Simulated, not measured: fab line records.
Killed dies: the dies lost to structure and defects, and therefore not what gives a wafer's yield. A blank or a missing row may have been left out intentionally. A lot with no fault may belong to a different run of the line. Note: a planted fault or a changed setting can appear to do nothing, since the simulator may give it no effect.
Matching of chambers    flow nand harc    4 sister chambers for NHARC_A_STAIRCASE_CMP_472 on cmp-02
The step polishes SiO2. 30 wafers are shown with their chamber, then 12 later ones without.

== EACH WAFER AND ITS CHAMBER ==
wafer   chamber  motor current A (A)
L075.1  2        12.3
L075.2  0        12.3
L075.6  2        11.6
L074.1  1        11.9
L074.2  2        11.3
L074.5  2        11.8
L081.2  1        11.3
L081.3  2        10.9
L081.4  0        12.2
L079.2  3        14.5
L079.4  1        11.4
L079.5  1        12.0
L082.1  3        14.6
L082.2  1        11.4
L082.5  0        11.9
L085.2  0        11.8
L085.5  2        11.8
L085.6  3        13.3
L087.1  3        13.9
L087.4  1        11.7
L087.6  2        11.3
L086.3  3        13.6
L086.4  1        12.0
L086.5  2        11.5
L088.3  2        11.8
L088.5  3        13.9
L088.6  2        11.2
L089.2  2        11.9
L089.5  0        12.1
L089.6  1        12.2

SIGNATURES (means of the wafers above)
reading          chamber 0  chamber 1  chamber 2  chamber 3  scatter within a chamber
motor current A  12.060     11.738     11.582     13.967     0.381
Rule: distance of a wafer from a chamber = root of the sum over the readings of ((wafer's reading minus chamber's mean) / reading's scatter) squared. If the next closest chamber is less than 2 further off than the closest, the wafer can't be placed; otherwise it belongs to the closest. How the scatter is found: for the shown wafers, subtract from each reading the mean of its chamber, square and add these, divide the total by (wafers less chambers), then take the root.

== WAFERS WITH NO CHAMBER GIVEN ==
wafer   motor current A (A)
L090.1  12.8
L090.2  11.4
L090.4  11.5
L092.1  13.8
L092.4  11.3
L092.5  11.2
L094.3  14.5
L094.4  11.7
L094.6  11.4
L096.2  12.2
L096.3  13.6
L096.6  11.3

== EACH ONE'S CHAMBER ==
wafer   from the rows above                in truth
L090.1  can't be placed: 0 or 1 or 3 or 2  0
L090.2  can't be placed: 2 or 1 or 0       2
L090.4  can't be placed: 2 or 1 or 0       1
L092.1  3                                  3
L092.4  can't be placed: 2 or 1 or 0       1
L092.5  can't be placed: 2 or 1 or 0       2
L094.3  3                                  3
L094.4  can't be placed: 1 or 2 or 0       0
L094.6  can't be placed: 2 or 1 or 0       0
L096.2  can't be placed: 0 or 1 or 2       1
L096.3  3                                  3
L096.6  can't be placed: 2 or 1 or 0       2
3 of 12 placed correctly. These rows do not allow placing 9 (true chamber among the candidates in 9). Number placed wrongly: 0.
